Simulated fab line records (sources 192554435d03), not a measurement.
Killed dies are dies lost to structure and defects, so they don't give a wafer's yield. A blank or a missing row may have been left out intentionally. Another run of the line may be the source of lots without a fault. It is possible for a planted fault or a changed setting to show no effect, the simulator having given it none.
Struck lot and sound lot, side by side ; flow n5Finfet ; 25 steps out of a route of 1938
Sound: the wafers L727.2, L727.3, L727.6. The struck wafers were L719.2, L719.3, L719.4. The cause is given at the end.
Per side, at each step with rows, come the tool, then ch with its chambers, and then its first start. Under that, the readings that differ: sound wafers ; struck wafers ; difference of the means ; sigmas: that difference in standard deviations of wafers without a fault.
alike: readings with means less than 2 such deviations apart, plus words and numbers identical on both sides. not compared: withheld readings, readings lacking a value on some wafer, bounds such as >300 that could conceal the same value, and numbers that have no deviation in the record and whose values overlap.
Wherever a step has rows on one side only, a row that says differs or no value, or a row with sigmas, the two part there. Numbers that have no deviation but don't overlap get no sigmas and don't part them. A reading missing from all wafers of one side parts the sides only when that side holds two or more wafers.

first, 9 steps without rows for these wafers: N5_BEOL_M14_EBR_06; N5_BEOL_M14_SOFTBAKE_05 (time 60 s); N5_BEOL_M14_EXPOSE_07 (exposes mask V13); N5_BEOL_M14_PEB_08 (peb time 90 s); N5_BEOL_M14_DEVELOP_09 (develop time 45 s); N5_BEOL_M14_HARDBAKE_14 (time 120 s); N5_BEOL_M14_DESCUM_15 (chemistry O2, time 7.9 s); N5_BEOL_M14_ETCH_59 (etches BARC in N2/H2, target depth 89 nm, overetch 26.7 nm, time 67.9 s); N5_BEOL_M14_VIA_ETCH_16 (etches SiO2 in C4F8/O2/Ar, target depth 1231.3 nm).
N5_BEOL_M14_STRIP_63: strips in O2.
  sound on rieDiel-03 ch 0,1, day 17 07:00; struck on rieDiel-04 ch 0,1,3, day 14 20:00
  alike: drypumpMotorCurrentA, oesProductAu, rfVppV, showerheadPlenumPTorr, throttleValvePct
  not compared: rfHoursCounterH
then, 12 steps without rows for these wafers: N5_BEOL_M14_STRIP_64 (strips in O2); N5_BEOL_M14_STRIP_71 (strips in post etch residue remover, time 60 s); N5_BEOL_M14_SRD_72 (time 30 s, dry time 30 s); N5_BEOL_M14_COAT_65 (time 60 s, resist thk 450 nm); N5_BEOL_M14_COAT_66 (time 60 s, resist thk 110 nm); N5_BEOL_M14_COAT_22 (resist thk 300 nm); N5_BEOL_M14_EBR_24; N5_BEOL_M14_SOFTBAKE_23 (time 60 s); N5_BEOL_M14_EXPOSE_25 (exposes mask M14, target cd 280 nm); N5_BEOL_M14_PEB_26 (peb time 90 s); N5_BEOL_M14_DEVELOP_27 (develop time 45 s); N5_BEOL_M14_HARDBAKE_32 (time 120 s).
N5_BEOL_M14_INSPECT_30: inspects for defects (macro).
  sound: defectInspect-02 at day 17 07:51; struck: defectInspect-02 at day 14 21:02
reading;sound;struck;difference;sigmas
rawDefectCount;1 2 3;>300 >300 >300;differs;
then, 1 step without rows for these wafers: N5_BEOL_M14_DESCUM_33 (chemistry O2, time 7.9 s).
N5_PASSIVATION_PROBE_49:
  only the struck wafers here have rows in the record (prober-01, day 16 02:10); the sound ones have none

== WHERE THEY PART ==
Earliest at N5_BEOL_M14_INSPECT_30; latest, in this record, at N5_PASSIVATION_PROBE_49.

WHY: the cause the simulator had injected
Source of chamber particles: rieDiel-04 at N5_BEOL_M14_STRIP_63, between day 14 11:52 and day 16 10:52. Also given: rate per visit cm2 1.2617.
